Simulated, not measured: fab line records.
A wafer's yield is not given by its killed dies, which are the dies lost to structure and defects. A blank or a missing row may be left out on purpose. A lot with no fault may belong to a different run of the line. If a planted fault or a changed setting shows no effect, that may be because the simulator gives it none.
Comparing a struck lot with a sound one    flow nand_harc    14 steps out of a route of 1302
Sound: these wafers, L999.1, L999.2, L999.3. Struck: wafer L110.6. (L110.1, L110.4 of the same lot were not struck and are left out.) The cause comes at the end.
Each step with rows lists, per side, the tool, then ch with its chambers, then its first start. Under that, the readings that differ: sound wafers    struck wafers    difference of the means    sigmas: that difference in standard deviations of wafers without a fault.
alike: readings with means less than 2 such deviations apart, plus words and numbers identical on both sides. not compared: withheld readings, readings lacking a value on some wafer, bounds such as >300 that could conceal the same value, and numbers that have no deviation in the record and whose values overlap.
The two part at a step that has a row with sigmas, a row that says differs or no value, or rows on one side only. Numbers that don't overlap but have no deviation are shown without sigmas and don't part them. A reading missing from all wafers of one side parts the sides only when that side holds two or more wafers.

first, 6 steps without rows for these wafers: NHARC_A_CHANNEL_HOLE_D1_COAT_04 (resist thk 90 nm); NHARC_A_CHANNEL_HOLE_D1_SOFTBAKE_05 (time 55 s); NHARC_A_CHANNEL_HOLE_D1_EBR_06; NHARC_A_CHANNEL_HOLE_D1_EXPOSE_07 (exposes mask HOLE D1, target cd 100 nm); NHARC_A_CHANNEL_HOLE_D1_PEB_08 (peb time 65 s); NHARC_A_CHANNEL_HOLE_D1_DEVELOP_09 (develop time 35 s).
NHARC_A_CHANNEL_HOLE_D1_CD_MEAS_10 targets a cd of 100 nm.
  sound on cd_sem-03 ch 0, day 10 19:41; struck on cd_sem-01 ch 0, day 14 23:38
  alike: cd_nm
NHARC_A_CHANNEL_HOLE_D1_OVL_MEAS_11:
  sound on overlay-02 at day 10 19:47; struck on overlay-01 at day 14 23:43
  alike: overlay_x_nm, overlay_y_nm
NHARC_A_CHANNEL_HOLE_D1_INSPECT_12:
  sound on defect_inspect-01 at day 10 19:49; struck on defect_inspect-01 at day 14 23:46
  alike: raw_defect_count
NHARC_A_CHANNEL_HOLE_D1_DESCUM_15: chemistry O2, time 3 s.
  sound on rie_diel-08 ch 1,2,3, day 10 19:53; struck on rie_diel-08 ch 2, day 14 23:49
reading                 sound                 struck  difference  sigmas
throttle_valve_pct (%)  11.311 11.318 11.316  11.294  -0.021      -2
  alike: drypump_motor_current_A, oes_product_au, rf_vpp_V, showerhead_plenum_p_Torr
  not compared: rf_hours_counter_h
NHARC_A_CHANNEL_HOLE_D1_ETCH_38: etches the open film in CF4, target depth 39 nm, time 65 s.
  sound on rie_diel-08 ch 0,1,3, day 10 19:58; struck on rie_diel-08 ch 0, day 14 23:55
reading                sound              struck  difference  sigmas
oes_product_au (a.u.)  0.982 0.991 1.009  1.013   +0.019      +2
  alike: cf4_flow_sccm, drypump_motor_current_A, rf_vpp_V, run_length_s, showerhead_plenum_p_Torr, throttle_valve_pct
  not compared: rf_hours_counter_h
NHARC_A_CHANNEL_HOLE_D1_ETCH_39: etches the open film in N2/H2, target depth 260 nm, time 325 s.
  sound on rie_diel-08 ch 0,2,3; struck on rie_diel-08 ch 3
  alike: drypump_motor_current_A, oes_product_au, rf_vpp_V, run_length_s, showerhead_plenum_p_Torr, throttle_valve_pct
  not compared: rf_hours_counter_h
NHARC_A_CHANNEL_HOLE_D1_ETCH_34: etches the open film in CF4/CHF3, target depth 154 nm, time 77 s.
  sound on rie_diel-08 ch 1,2,3, day 10 20:19; struck on rie_diel-08 ch 2, day 15 00:15
reading           sound           struck  difference  sigmas
run_length_s (s)  98.5 98.1 98.6  91.3    -7.1        -19
  alike: cf4_flow_sccm, drypump_motor_current_A, oes_product_au, rf_vpp_V, showerhead_plenum_p_Torr, throttle_valve_pct
  not compared: rf_hours_counter_h
NHARC_A_CHANNEL_HOLE_D1_ETCH_16: etches the open film in O2/COS, target depth 3100 nm, time 806 s.
  sound on rie_diel-08 ch 1,2,3; struck on rie_diel-08 ch 2
  alike: drypump_motor_current_A, oes_product_au, rf_vpp_V, run_length_s, showerhead_plenum_p_Torr, throttle_valve_pct
  not compared: rf_hours_counter_h

## WHERE THEY PART
At NHARC_A_CHANNEL_HOLE_D1_DESCUM_15 first; at NHARC_A_CHANNEL_HOLE_D1_ETCH_34 last (within this record only). Later steps at which nothing parts them and some readings are alike: NHARC_A_CHANNEL_HOLE_D1_ETCH_16.

WHY: whatever the simulator had introduced
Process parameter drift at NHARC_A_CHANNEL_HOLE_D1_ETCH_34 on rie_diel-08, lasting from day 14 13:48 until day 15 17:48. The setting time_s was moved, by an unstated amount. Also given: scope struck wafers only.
